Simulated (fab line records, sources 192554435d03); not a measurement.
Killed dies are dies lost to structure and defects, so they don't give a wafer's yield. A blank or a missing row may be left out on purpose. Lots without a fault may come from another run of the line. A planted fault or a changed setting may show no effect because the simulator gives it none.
Split-lot experiment | flow n5_finfet | 7 lots, 21 wafers read, on a route of 1938 steps

THE SPLIT
At N5_BEOL_M0_SAQP_SPACER1_ALD_98 (deposits SiO2, target thk 12.8 nm, pulse time 1 s, purge time 2 s), the setting ald_cycles was moved away from the recipe's 138 on 5 of the 21 wafers read, by -15.2% to +8.0%. The other wafers ran this setting at the recipe's value.

FROM THE SPLIT TO THE READING: what the file shows between them, 2 steps
- N5_BEOL_M0_SAQP_SPACER1_ETCHBACK_99: etches SiO2 in CHF3/O2, target depth 15.4 nm, time 7.7 s
- N5_BEOL_M0_SAQP_MANDREL1_REMOVE_100: chemistry HBr/Cl2/O2, target a-Si, stops on SiNx, bt time 10 s

THE READING
cd_nm, in nm, at N5_BEOL_M0_SAQP_CD_MEAS_25 (target cd 13.1 nm). Fault-free wafers of this fab line usually give 12.78 nm, standard deviation 0.23 nm.

wafer  | tool, chamber at the split | ald_cycles as run | against the recipe | cd_nm, nm | against lot-mates on the recipe
L074.1 | ald_sin-01, 3              | 117               | -15.2%             | 10.57     | -2.08
L074.4 | ald_sin-01, 1,2            | 138               | recipe             | 12.73     | -
L074.5 | ald_sin-01, 1,2            | 138               | recipe             | 12.57     | -
L080.2 | ald_sin-01, 2,3            | 138               | recipe             | 12.89     | -
L080.3 | ald_sin-01, 2,3            | 138               | recipe             | 12.68     | -
L080.6 | ald_sin-01, 3              | 129               | -6.5%              | 12.09     | -0.70
L088.1 | ald_sin-01, 2              | 122               | -11.6%             | 11.19     | -1.50
L088.3 | ald_sin-01, 2              | 122               | -11.6%             | 11.76     | -0.93
L088.4 | ald_sin-01, 3              | 138               | recipe             | 12.69     | -
L089.2 | ald_sin-02, 1,0,0          | 138               | recipe             | 12.74     | -
L089.4 | ald_sin-02, 1,0,0          | 138               | recipe             | 12.63     | -
L089.5 | ald_sin-02, 1,0,0          | 138               | recipe             | 12.75     | -
L090.1 | ald_sin-01, 3              | 149               | +8.0%              | 13.61     | +0.92
L090.4 | ald_sin-01, 2              | 138               | recipe             | 12.72     | -
L090.6 | ald_sin-01, 2              | 138               | recipe             | 12.65     | -
L091.1 | ald_sin-02, 2,0,1          | 138               | recipe             | 12.68     | -
L091.2 | ald_sin-02, 2,0,1          | 138               | recipe             | 12.67     | -
L091.4 | ald_sin-02, 2,0,1          | 138               | recipe             | 12.77     | -
L095.2 | ald_sin-01, 0,3,0          | 138               | recipe             | 12.61     | -
L095.4 | ald_sin-01, 0,3,0          | 138               | recipe             | 13.24     | -
L095.5 | ald_sin-01, 0,3,0          | 138               | recipe             | 13.06     | -
Where a row lists several chambers, the file gives one row for several wafers and doesn't say which wafer went through which chamber.

THE FIT
A straight line over all 21 wafers: cd_nm changes by +0.122 nm for each +1% of ald_cycles; r = +0.95; the points scatter about the line by 0.2 nm.
The same after taking each lot's own level away (the mean of its wafers on the recipe; 21 wafers): +0.119 nm for each +1%; r = +0.97; scatter 0.17 nm.
On that fit, the largest move of ald_cycles shifts the reading by 1.8 nm.
The lots' own levels span 12.650 to 12.970 nm, that is 1.4 times the standard deviation above.
So the lot-to-lot level changes the slope little: the two slopes agree.
Check: with one of the wafers moved furthest among these (-15.2%) left out of the fit, the line predicts -1.63 nm for it against its lot-mates. It came out at -2.08 nm against them.

THE WHOLE CHAIN: every reading that the file lists as answering this split, in the file's order
step                                | what it does                                                      | reading                                                                                     | change (the file's fit)               | r (the file's)
N5_BEOL_M0_SAQP_SPACER1_ALD_98      | deposits SiO2, target thk 12.8 nm, pulse time 1 s, purge time 2 s | SiO2_of_BEOL_M0_SAQP_SPACER1_ALD_98.thk_nm (the simulator's own value, which no gauge read) | +0.127 nm for each +1% of the setting | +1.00
N5_BEOL_M0_SAQP_MANDREL1_REMOVE_100 | chemistry HBr/Cl2/O2, target a-Si, stops on SiNx, bt time 10 s    | BEOL_M0_SAQP.cd_nm (the simulator's own value, which no gauge read)                         | +0.125 nm for each +1% of the setting | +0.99
N5_BEOL_M0_SAQP_CD_MEAS_25          | target cd 13.1 nm                                                 | cd_nm                                                                                       | +0.122 nm for each +1% of the setting | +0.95

THE FILE'S OWN FIT
cd_nm changes by +0.122 nm for each +1% of ald_cycles, r = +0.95.
